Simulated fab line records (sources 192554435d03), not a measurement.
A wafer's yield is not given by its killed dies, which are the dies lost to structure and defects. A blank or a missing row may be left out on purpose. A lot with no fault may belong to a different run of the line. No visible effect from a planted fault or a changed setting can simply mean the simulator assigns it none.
Which tool is to blame? -- flow n5-finfet -- 36 wafers from 12 lots sampled at 2 of the route's 1938 steps

## WHAT EACH GAUGE READ, for each wafer
N5_BEOL_M3_INSPECT_13: inspects for defects (brightfield).
lot,measured,on,raw-defect-count
L075,day 7 11:42,defect-inspect-01,373 422 367
L077,day 7 17:01,defect-inspect-02,322 292 430
L079,day 7 21:43,defect-inspect-01,486 475 310
L081,day 9 00:48,defect-inspect-02,418 456 373
L083,day 9 04:00,defect-inspect-02,230 344 298
L085,day 9 22:09,defect-inspect-01,457 499 347
L087,day 10 07:51,defect-inspect-01,460 472 486
L088,day 10 20:09,defect-inspect-01,872 472 602
L091,day 11 06:47,defect-inspect-01,443 303 421
L093,day 12 02:05,defect-inspect-02,343 400 346
L097,day 12 22:19,defect-inspect-02,509 585 485
L096,day 13 04:53,defect-inspect-01,408 447 446

## TOOL THAT RAN EACH LOT (tool first, then ch and the chambers of the sampled wafers, then the start)
lot,N5_BEOL_M2_ANNEAL_51
L075,"rtp-anneal-02 ch 0, day 7 09:29"
L077,"rtp-anneal-02 ch 0, day 7 14:09"
L079,"rtp-anneal-01 ch 0, day 7 19:58"
L081,"rtp-anneal-01 ch 0, day 8 23:20"
L083,"rtp-anneal-01 ch 0, day 9 02:11"
L085,"rtp-anneal-01 ch 0, day 9 19:26"
L087,"rtp-anneal-02 ch 0, day 10 04:45"
L088,"rtp-anneal-01 ch 0, day 10 18:34"
L091,"rtp-anneal-02 ch 0, day 11 01:10"
L093,"rtp-anneal-01 ch 0, day 11 23:56"
L097,"rtp-anneal-01 ch 0, day 12 19:07"
L096,"rtp-anneal-01 ch 0, day 12 23:25"
- N5_BEOL_M2_ANNEAL_51: time 90 s.

## THE ANSWER, worked out from the rows above alone
Rule: the lots themselves supply what counts as usual. Put in order of their means at a reading, lots are off if they are a third of the lots or fewer, leave a main group of 4 or more, and stand apart from it by a gap of 3 or more times the standard deviation of the main group's means; of several such gaps the widest counts. If all means in a main group match to the digits the tables above print for the reading, that group is not used. A lot without any number at a reading at which 4 lots or more have one is off too. All remaining lots with rows at the step are treated as sound.
Across all readings shown, no lot is off: no conclusion can be drawn from this.

## WHAT THE SIMULATOR HAD INSERTED
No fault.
